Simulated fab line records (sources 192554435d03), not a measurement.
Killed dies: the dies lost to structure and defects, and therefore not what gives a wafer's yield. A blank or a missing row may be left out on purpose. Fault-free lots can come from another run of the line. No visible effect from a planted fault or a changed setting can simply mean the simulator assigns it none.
A single fault, viewed from 3 desks    flow n5_finfet    only its own numbers are on each desk; what lay behind them is given at the end

AT THE METROLOGY DESK
What the gauges read, lot by lot, whatever tool the lot ran on: means of the sampled wafers that have a number. The brackets show how far a lot's mean lies from the usual mean; more than 4 standard deviations puts the lot out of limits, marked OUT.
Columns: A = cd_nm at N5_BEOL_M8_CD_MEAS_11, usual 38.5 nm; B = M8_OVL at N5_BEOL_M8_OVL_MEAS_12, usual -0.6 nm
lot   first seen here  A     B
L655  day 9 13:52      38.5  -0.6
L659  day 10 08:35     39.1  -1.8
L660  day 10 17:51     38.5  0.4
L668  day 13 00:13     38.6  -0.8
L676  day 14 12:59     37.9  -1.0
L678  day 15 06:04     39.0  -0.5
Result from this desk: across the 6 lots, nothing is out of limits.

TOOL OWNER'S DESK, rie_metal-03
The tool's own readings at N5_BEOL_M8_HM_OPEN_17 (chemistry Cl2/BCl3, target TiN, target depth 20 nm, overetch 6 nm): means of the sampled wafers that have a number, for each lot that ran on this tool. The brackets show how far a lot's mean lies from the usual mean; more than 4 standard deviations puts the lot out of limits, marked OUT.
Columns: A = drypump_motor_current_A at N5_BEOL_M8_HM_OPEN_17, usual 5.8 A; B = he_backside_leak_sccm at N5_BEOL_M8_HM_OPEN_17, usual 3.43 sccm; C = oes_product_au at N5_BEOL_M8_HM_OPEN_17, usual 0.68 a.u.; D = throttle_valve_pct at N5_BEOL_M8_HM_OPEN_17, usual 22.00 %
lot   first seen here  A    B     C     D
L659  day 10 09:15     5.6  3.65  0.56  22.11
L660  day 10 18:16     5.6  3.67  0.55  22.11
L676  day 14 13:51     5.6  3.64  0.53  22.09
L678  day 15 06:26     5.6  3.49  0.74  22.09
Result from this desk: across the 4 lots, nothing is out of limits.

THE DEFECT DESK
Lot by lot, what the route's inspections counted, given as the mean of those sampled wafers with a number. The brackets show how far a lot's mean lies from the usual mean; more than 4 standard deviations puts the lot out of limits, marked OUT.
Columns: A = raw_defect_count at N5_BEOL_M8_INSPECT_13, usual 411
lot   first seen here  A
L655  day 9 13:55      387
L659  day 10 08:38     375
L660  day 10 17:54     544
L668  day 13 00:16     420
L676  day 14 13:02     401
L678  day 15 06:07     382
Result from this desk: across the 6 lots, nothing is out of limits.

ALL TOGETHER
From the metrology desk's view, nothing was out of limits.
The desk of the tool owner found nothing out of limits.
Nothing out of limits was seen by the defect desk.

WHAT THE SIMULATOR PUT IN
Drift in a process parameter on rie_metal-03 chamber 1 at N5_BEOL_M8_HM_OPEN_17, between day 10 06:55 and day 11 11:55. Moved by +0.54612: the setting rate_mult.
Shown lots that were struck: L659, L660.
